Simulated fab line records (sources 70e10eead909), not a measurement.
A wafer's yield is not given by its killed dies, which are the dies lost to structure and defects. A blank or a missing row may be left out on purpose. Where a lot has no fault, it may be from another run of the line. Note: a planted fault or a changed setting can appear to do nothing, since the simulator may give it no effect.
Which tool is to blame? | flow nand harc | 42 wafers from 14 lots sampled at 5 of the route's 1159 steps

## WHAT THE GAUGES READ, wafer by wafer
NHARC_HYBRID_BOND_OVL_MEAS_05. Usual: overlay x nm 3 nm, standard deviation 33; overlay y nm -7 nm, standard deviation 30.
lot  | measured     | on         | overlay x nm (nm) | overlay y nm (nm) | flag
L586 | day 19 16:28 | overlay-02 | 18 28 11          | -1 -49 -16        |
L585 | day 18 16:04 | overlay-02 | 9 -12 -17         | -9 -6 8           |
L588 | day 18 16:04 | overlay-01 | -1 -17 -59        | -3 -5 -72         |
L589 | day 18 16:04 | overlay-01 | 9 93 6            | -10 12 -24        |
L591 | day 19 16:27 | overlay-01 | -12 -7 -11        | 7 -30 31          |
L592 | day 20 18:13 | overlay-01 | -9 65 44          | -27 -6 27         |
L593 | day 20 23:52 | overlay-01 | -16 4 11          | 10 26 -79         |
L599 | day 22 13:00 | overlay-01 | 8 -32 -21         | 14 -20 4          |
L602 | day 22 08:37 | overlay-02 | 12 26 13          | -11 -13 27        |
L603 | day 23 03:22 | overlay-02 | 14 -75 5          | -11 -42 -46       |
L604 | day 23 03:22 | overlay-01 | -41 7 -7          | -14 -17 16        |
L606 | day 24 03:04 | overlay-02 | -52 -5 -7         | -28 -50 -6        |
L607 | day 24 03:04 | overlay-01 | 29 67 63          | -6 -9 -32         |
L608 | day 24 03:04 | overlay-02 | -5 -6 46          | 5 -23 -5          |

NHARC_END_SORT_01. Usual: killed at array 29, standard deviation 11; killed at other 0.6, standard deviation 1; killed at periphery 3.1, standard deviation 2.1; killed dies 33, standard deviation 11; killed open 3.1, standard deviation 1.9; killed short 1.9, standard deviation 1.5.
lot  | measured     | on        | killed at array | killed at other | killed at periphery | killed dies | killed open | killed short | flag
L586 | day 20 23:13 | prober-02 | 30 26 17        | 5 1 2           | 4 3 3               | 39 30 22    | 8 1 0       | 2 2 4        |
L585 | day 20 01:26 | prober-02 | 33 34 39        | 0 0 0           | 4 4 2               | 37 38 41    | 3 4 2       | 3 1 3        |
L588 | day 19 23:43 | prober-01 | 12 15 23        | 1 0 1           | 1 0 0               | 14 15 24    | 2 0 5       | 0 2 1        |
L589 | day 19 19:13 | prober-02 | 31 27 37        | 1 1 0           | 2 1 1               | 34 29 38    | 4 3 4       | 2 1 6        |
L591 | day 20 16:18 | prober-01 | 24 23 26        | 0 0 1           | 79 73 79            | 103 96 106  | 1 2 0       | 3 2 1        | OFF
L592 | day 21 15:00 | prober-02 | 22 28 24        | 0 0 0           | 2 4 3               | 24 32 27    | 3 5 7       | 1 1 2        |
L593 | day 21 21:58 | prober-01 | 30 23 31        | 0 1 0           | 37 72 81            | 67 96 112   | 1 2 3       | 0 3 2        | OFF
L599 | day 23 10:24 | prober-01 | 48 36 45        | 1 0 0           | 0 3 0               | 49 39 45    | 2 1 3       | 0 1 1        |
L602 | day 23 03:21 | prober-02 | 20 24 32        | 0 1 0           | 4 3 3               | 24 28 35    | 1 5 3       | 1 0 2        |
L603 | day 24 01:56 | prober-01 | 38 40 49        | 2 0 2           | 2 7 2               | 42 47 53    | 2 5 2       | 1 1 1        |
L604 | day 23 21:01 | prober-02 | 33 27 16        | 0 0 0           | 5 1 4               | 38 28 20    | 8 3 2       | 2 0 1        |
L606 | day 24 20:56 | prober-01 | 35 41 34        | 0 1 0           | 5 1 5               | 40 43 39    | 3 3 2       | 1 0 4        |
L607 | day 24 20:57 | prober-02 | 50 36 33        | 0 2 1           | 5 2 0               | 55 40 34    | 5 5 3       | 2 3 1        |
L608 | day 25 05:35 | prober-01 | 14 19 20        | 0 0 1           | 7 6 6               | 21 25 27    | 3 2 5       | 1 0 2        |

## EACH LOT AND THE TOOL THAT RAN IT (in order: tool; ch and the chambers of the sampled wafers; start)
lot  | NHARC_P_CONTACT_PVD_32       | NHARC_A_BONDPAD_PVD_17                  | NHARC_A_BONDPAD_ANNEAL_28
L586 | pvd sputter-01, day 5 22:59  | pvd sputter-01, day 19 07:44 or earlier | rtp anneal-01 ch 0, day 19 07:44
L585 | pvd sputter-01, day 5 23:54  | pvd sputter-02, day 18 08:04 or earlier | rtp anneal-02 ch 0, day 18 08:04
L588 | pvd sputter-03, day 6 10:04  | pvd sputter-03, day 18 05:26 or earlier | rtp anneal-02 ch 0, day 18 05:26
L589 | pvd sputter-02, day 6 10:40  | pvd sputter-01, day 18 07:17 or earlier | rtp anneal-01 ch 0, day 18 07:17
L591 | pvd sputter-02, day 7 05:17  | pvd sputter-01, day 19 08:27 or earlier | rtp anneal-02 ch 0, day 19 08:27
L592 | pvd sputter-01, day 7 09:47  | pvd sputter-01, day 20 04:37 or earlier | rtp anneal-02 ch 0, day 20 04:37
L593 | pvd sputter-02, day 7 21:13  | pvd sputter-01, day 20 11:20 or earlier | rtp anneal-01 ch 0, day 20 11:20
L599 | pvd sputter-01, day 9 23:23  | pvd sputter-02, day 22 03:10 or earlier | rtp anneal-02 ch 0, day 22 03:10
L602 | pvd sputter-01, day 10 00:44 | pvd sputter-03, day 21 19:34 or earlier | rtp anneal-01 ch 0, day 21 19:34
L603 | pvd sputter-03, day 10 05:13 | pvd sputter-02, day 22 14:36 or earlier | rtp anneal-01 ch 0, day 22 14:36
L604 | pvd sputter-01, day 10 07:19 | pvd sputter-03, day 22 14:18 or earlier | rtp anneal-02 ch 0, day 22 14:18
L606 | pvd sputter-01, day 10 20:37 | pvd sputter-01, day 23 13:11 or earlier | rtp anneal-01 ch 0, day 23 13:11
L607 | pvd sputter-03, day 11 03:07 | pvd sputter-02, day 23 16:49 or earlier | rtp anneal-02 ch 0, day 23 16:49
L608 | pvd sputter-02, day 11 05:14 | pvd sputter-03, day 23 17:38 or earlier | rtp anneal-02 ch 0, day 23 17:38
- NHARC_P_CONTACT_PVD_32: deposits Ti, target thk 5 nm, time 17.7 s.
- NHARC_A_BONDPAD_PVD_17: deposits TaN, target thk 5 nm, time 8.06 s.
- NHARC_A_BONDPAD_ANNEAL_28: time 90 s.

## AS READ BY THE TOOLS THEMSELVES (means over the sampled wafers that have a number; for cases with no such wafer, the mark the record gives instead)
NHARC_P_CONTACT_PVD_32. Usual: throttle valve pct 30.1 %, standard deviation 0.92.
lot  | tool           | throttle valve pct (%) | flag
L586 | pvd sputter-01 | 29.7                   |
L585 | pvd sputter-01 | 30.6                   |
L588 | pvd sputter-03 | 29.4                   |
L589 | pvd sputter-02 | 30.4                   |
L591 | pvd sputter-02 | 30.5                   |
L592 | pvd sputter-01 | 30.4                   |
L593 | pvd sputter-02 | 30.3                   |
L599 | pvd sputter-01 | 30.0                   |
L602 | pvd sputter-01 | 29.7                   |
L603 | pvd sputter-03 | 29.1                   |
L604 | pvd sputter-01 | 29.6                   |
L606 | pvd sputter-01 | 30.3                   |
L607 | pvd sputter-03 | 30.8                   |
L608 | pvd sputter-02 | 30.1                   |

NHARC_A_BONDPAD_PVD_17. Usual: throttle valve pct 30.2 %, standard deviation 0.88.
lot  | tool           | throttle valve pct (%) | flag
L586 | pvd sputter-01 | 31.1                   |
L585 | pvd sputter-02 | 30.7                   |
L588 | pvd sputter-03 | 29.9                   |
L589 | pvd sputter-01 | 30.8                   |
L591 | pvd sputter-01 | 30.8                   |
L592 | pvd sputter-01 | 30.7                   |
L593 | pvd sputter-01 | 30.9                   |
L599 | pvd sputter-02 | 30.4                   |
L602 | pvd sputter-03 | 29.1                   |
L603 | pvd sputter-02 | 30.4                   |
L604 | pvd sputter-03 | 29.0                   |
L606 | pvd sputter-01 | 30.0                   |
L607 | pvd sputter-02 | 30.4                   |
L608 | pvd sputter-03 | 30.1                   |

NHARC_A_BONDPAD_ANNEAL_28. Usual: wafer_temp_C_max 225.99, standard deviation 0.26.
lot  | tool          | wafer_temp_C_max | flag
L586 | rtp anneal-01 | 226.24           |
L585 | rtp anneal-02 | 225.98           |
L588 | rtp anneal-02 | 225.87           |
L589 | rtp anneal-01 | 226.12           |
L591 | rtp anneal-02 | 225.92           |
L592 | rtp anneal-02 | 225.88           |
L593 | rtp anneal-01 | 225.91           |
L599 | rtp anneal-02 | 226.10           |
L602 | rtp anneal-01 | 226.13           |
L603 | rtp anneal-01 | 226.03           |
L604 | rtp anneal-02 | 225.63           |
L606 | rtp anneal-01 | 225.81           |
L607 | rtp anneal-02 | 225.78           |
L608 | rtp anneal-02 | 226.18           |

## THE ANSWER, worked out from the rows above alone
Rule: take the mean of a lot's wafers that have a number; if it is more than 3 standard deviations from the usual mean, the lot is off. A lot without any number at a reading at which 4 lots or more have one is off too. Where the step has rows for the other lots, those lots are counted as sound. The gauges are gone through in route order, then the tools' own readings, and for those a lot's mean is taken as printed above. At the first step where some lot is off, the reading lying furthest off is the one used; lots without a number count as furthest.
Off, at NHARC_END_SORT_01 on killed at periphery: L591, L593.
If a tool, at a process step before that reading, ran all the lots that are off and no sound lot after the first of them, it fits. Gauges at NHARC_END_SORT_01: tried the same way as those tools. With no start given for some of its lots, NHARC_A_BONDPAD_PVD_17 uses the hours and lot order of NHARC_A_BONDPAD_ANNEAL_28. None of those tried fits.

## WHAT HAD BEEN PUT IN BY THE SIMULATOR
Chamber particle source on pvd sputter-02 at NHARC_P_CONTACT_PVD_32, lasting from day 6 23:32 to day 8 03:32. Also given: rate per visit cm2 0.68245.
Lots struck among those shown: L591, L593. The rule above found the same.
